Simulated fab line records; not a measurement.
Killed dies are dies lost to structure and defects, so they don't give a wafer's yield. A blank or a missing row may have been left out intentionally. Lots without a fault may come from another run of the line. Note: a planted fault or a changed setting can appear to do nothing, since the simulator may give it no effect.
Chamber matching | flow n5-finfet | ald-metal-04 running N5_BEOL_M0_ALD_136: 4 sister chambers
The step deposits TaN, pulse time 2 s, purge time 3 s, co reactant purge time 2 s. 4 wafers are shown with their chamber, then 10 later ones without.

== WAFERS WITH THEIR CHAMBER ==
wafer  | chamber | heater-power-w (W)
L083.5 | 0       | 361
L085.2 | 3       | 360
L087.2 | 2       | 410
L087.3 | 1       | 411

== WAFERS WHOSE CHAMBER IS MISSING ==
wafer  | heater-power-w (W)
L087.6 | 368
L090.1 | 355
L090.4 | 423
L090.6 | 413
L089.1 | 399
L089.4 | 399
L089.6 | 360
L093.1 | 364
L093.5 | 399
L093.6 | 356

== CHAMBER TAKEN BY EACH ==
wafer  | from the rows above     | in truth
L087.6 | can't be placed: 0 or 3 | 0
L090.1 | can't be placed: 3 or 0 | 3
L090.4 | can't be placed: 1 or 2 | 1
L090.6 | can't be placed: 1 or 2 | 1
L089.1 | can't be placed: 2 or 1 | 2
L089.4 | can't be placed: 2 or 1 | 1
L089.6 | can't be placed: 3 or 0 | 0
L093.1 | can't be placed: 0 or 3 | 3
L093.5 | can't be placed: 2 or 1 | 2
L093.6 | can't be placed: 3 or 0 | 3
0 of 10 placed correctly. Can't be placed from these rows: 10 (the true chamber is among the candidates in 10). Number placed wrongly: 0.
How it was worked out, from the rows above alone: a wafer's distance from a chamber is the root of the sum, over the readings, of the square of ((its reading less the chamber's mean) divided by the reading's scatter). If the next closest chamber is less than 2 further off than the closest, the wafer can't be placed; otherwise it belongs to the closest. A chamber's mean is the mean of its shown wafers. The scatter: with one shown wafer a chamber, the root of the mean of the squares of how far each hidden wafer lies from its nearest shown one.
